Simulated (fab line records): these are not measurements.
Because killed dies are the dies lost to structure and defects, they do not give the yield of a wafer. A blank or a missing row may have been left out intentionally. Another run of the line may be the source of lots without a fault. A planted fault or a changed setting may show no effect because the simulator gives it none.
Split-lot experiment -- flow n5-finfet -- 21 wafers read from 7 lots, route of 1938 steps

== THE SPLIT ITSELF ==
At N5_BEOL_M11_PECVD_70 (deposits SiO2 from TEOS/O2, target thk 20 nm, time 22.7 s), the setting time-s was moved away from the recipe's 22.7 s on 11 of the 21 wafers read, by -12.4% to +14.8%. This setting was run at the recipe's value on the other wafers.

The split's own step is where the reading is taken.

== THE READING ==
SiO2_of_BEOL_M11_PECVD_70.thk-nm (the simulator's own value, which no gauge read), in nm, at N5_BEOL_M11_PECVD_70 (deposits SiO2 from TEOS/O2, target thk 20 nm, time 22.7 s). The file gives no usual value for it. Average 20.0 nm, standard deviation 0.38 nm, over the 10 wafers here run with the recipe.

wafer,"tool, chamber at the split","time-s as run, s",against the recipe,"SiO2_of_BEOL_M11_PECVD_70.thk-nm, nm",against lot-mates on the recipe
L075.1,"pecvd-04, 0",26.06,+14.8%,22.8,+2.6
L075.2,"pecvd-04, 1",22.7,recipe,20,-
L075.4,"pecvd-04, 0",22.7,recipe,20.4,-
L082.2,"pecvd-04, 2",20.01,-11.9%,17.6,-2.8
L082.3,"pecvd-04, 0",20.01,-11.9%,17.4,-3.0
L082.5,"pecvd-04, 1",22.7,recipe,20.4,-
L085.4,"pecvd-01, 1",24.33,+7.2%,21,+1.2
L085.5,"pecvd-01, 0",22.7,recipe,19.8,-
L085.6,"pecvd-01, 2",24.33,+7.2%,20.8,+1.0
L086.2,"pecvd-02, 1",22.7,recipe,19.6,-
L086.3,"pecvd-02, 2",21.11,-7.0%,18.6,-1.0
L086.4,"pecvd-02, 1",21.11,-7.0%,18.4,-1.2
L087.1,"pecvd-02, 1",22.7,recipe,19.6,-
L087.2,"pecvd-02, 2",19.89,-12.4%,17.4,-2.2
L087.6,"pecvd-02, 2",19.89,-12.4%,17.8,-1.8
L089.1,"pecvd-04, 0",22.7,recipe,20,-
L089.2,"pecvd-04, 1",22.7,recipe,20.2,-
L089.4,"pecvd-04, 1",22.7,recipe,20.6,-
L091.1,"pecvd-02, 1",22.7,recipe,19.4,-
L091.4,"pecvd-02, 0,2",24.95,+9.9%,21.8,+2.4
L091.6,"pecvd-02, 0,2",24.95,+9.9%,21.8,+2.4
Where a row lists several chambers, the file gives one row for several wafers and doesn't say which wafer went through which chamber.

FIT RESULTS
A straight line over all 21 wafers: SiO2_of_BEOL_M11_PECVD_70.thk-nm changes by +0.19 nm for each +1% of time-s; r = +0.98; the points scatter about the line by 0.33 nm.
The same after taking each lot's own level away (the mean of its wafers on the recipe; 21 wafers): +0.196 nm for each +1%; r = +0.98; scatter 0.35 nm.
On that fit, the largest move of time-s shifts the reading by 2.9 nm.
Measured against the standard deviation above, the lots' own levels, which go from 19.40 to 20.40 nm, span 2.6 times it.
So the lot-to-lot level changes the slope little: the two slopes agree.
Check: +3.01 nm against its lot-mates is what the line predicts for one of the wafers moved furthest among these (+14.8%) when that wafer is left out of the fit. It came out at +2.6 nm against them.

== THE OTHER SPLITS THESE WAFERS WENT THROUGH ==
Note: prior to the reading, these wafers also went through further splits. Each is held against what the fit with the lots' levels taken away leaves over:
other split on the same wafers,wafers away from the commonest value,r with SiO2_of_BEOL_M11_PECVD_70.thk-nm (lot level and that fit taken away)
N5_BEOL_M7_DESCUM_33 time-s,5,+0.06
N5_BEOL_M8_ETCH_61 bias-w,9,+0.13
N5_BEOL_M8_ETCH_62 source-w,9,-0.40
N5_BEOL_M9_COAT_60 spin-rpm,8,-0.29
N5_BEOL_M9_EXPOSE_08 dose-mj,7,-0.22
N5_BEOL_M10_COAT_64 spin-rpm,6,+0.00
N5_BEOL_M10_DEVELOP_27 develop-time-s,7,-0.29

== THE FILE'S OWN FIT ==
SiO2_of_BEOL_M11_PECVD_70.thk-nm changes by +0.193 nm for each +1% of time-s, r = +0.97.
